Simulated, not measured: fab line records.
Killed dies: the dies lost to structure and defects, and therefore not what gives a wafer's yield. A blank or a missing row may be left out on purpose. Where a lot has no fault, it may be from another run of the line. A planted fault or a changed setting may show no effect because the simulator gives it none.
Problem report in the 8D (eight disciplines) form, filled by code -- flow nand harc -- the parts of the form that need people (team, actions taken, sign-off) are left out

== 1. WHAT IS WRONG ==
Wafers without a fault read 55, standard deviation 20; killed at array at NHARC_END_SORT_01 reads a mean of 667 on 6 wafers belonging to 2 lots. Relative to the usual mean, that is a shift of +31 standard deviations.
First observed at day 32 09:47: wafer L858.1, on prober-01. The record holds 6 wafers of 2 lots with a number at this step. Rule for "out" (also "out of limits"): further than 4 standard deviations from the usual mean. The rest of the wafers with a number are treated as sound.

== 2. WHAT IT IS; WHAT IT IS NOT ==
question,is,is not
which readings at this step,"killed at array, killed dies","killed at other, killed short"
which lots,"L856, L858",-
which wafers of those lots,all that have a number,-
read on which gauges,"prober-01, prober-02",-
when,from day 32 09:47,up to then (0 sound wafers)

== 3. THE SUSPECTS, EACH WITH WHAT RULES IT OUT ==
Counting: a tool stays on the suspect list if, at a process step up to the reading, it processed all lots that are out and no sound lot following the first of them.
- the gauge at NHARC_END_SORT_01: ruled out. 2 gauges (prober-01, prober-02) read the wafers that are out.
- rie diel-08 at NHARC_A_STAIRCASE_ETCH_232 (etches the open film in C4F8/O2, target depth 100 nm, time 40.5 s): kept. It ran every lot that is out, first L856 (day 24 06:17), and no sound lot after that. Out on those wafers are its own readings of oes product au, rf fwd power W.
Remaining after the count: rie diel-08 at NHARC_A_STAIRCASE_ETCH_232.

== 4. THE CAUSE (what the simulator had put in) ==
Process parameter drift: rie diel-08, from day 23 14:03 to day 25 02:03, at NHARC_A_STAIRCASE_ETCH_232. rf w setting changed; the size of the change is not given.
Counting left only this tool.

== 5. THE EFFECT CHAIN, in route order ==
One row per reading whose mean, taken over the struck wafers that have a number, lies over 3 standard deviations from the usual. Scope: only readings with a usual standard deviation given in the record; hours: median across lots of the time from each lot's start at the first step in this table that gives one to its start at this step; sigmas: change in usual standard deviations.
hours,step,reading,usual,on struck wafers,change,sigmas
0,NHARC_A_STAIRCASE_ETCH_232,oes product au,0.944 a.u.,1.180,+0.236,+16
0,NHARC_A_STAIRCASE_ETCH_232,rf fwd power W,592.1 W,832.5,+240.4,+92
198,NHARC_END_SORT_01,killed at array,55,667,+612,+31
198,NHARC_END_SORT_01,killed dies,60,677,+617,+29
The process steps in it:
- NHARC_A_STAIRCASE_ETCH_232: etches the open film in C4F8/O2, target depth 100 nm, time 40.5 s.

== 6. WHAT WOULD HAVE CAUGHT IT SOONER ==
The first out-of-limits reading at a measuring or inspecting step in this record came at day 32 09:47, 212 hours after the fault's start at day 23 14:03.
At NHARC_A_STAIRCASE_ETCH_232, the tool's own readings (oes product au, rf fwd power W) were out on each struck wafer the step has a row for, so an alarm limit on them would have fired on the first such wafer.
By day 32 09:47 the whole set of lots that are out, 2 in number, had already begun NHARC_A_STAIRCASE_ETCH_232 on rie diel-08. A hold on the tool at that time would have spared none of them.
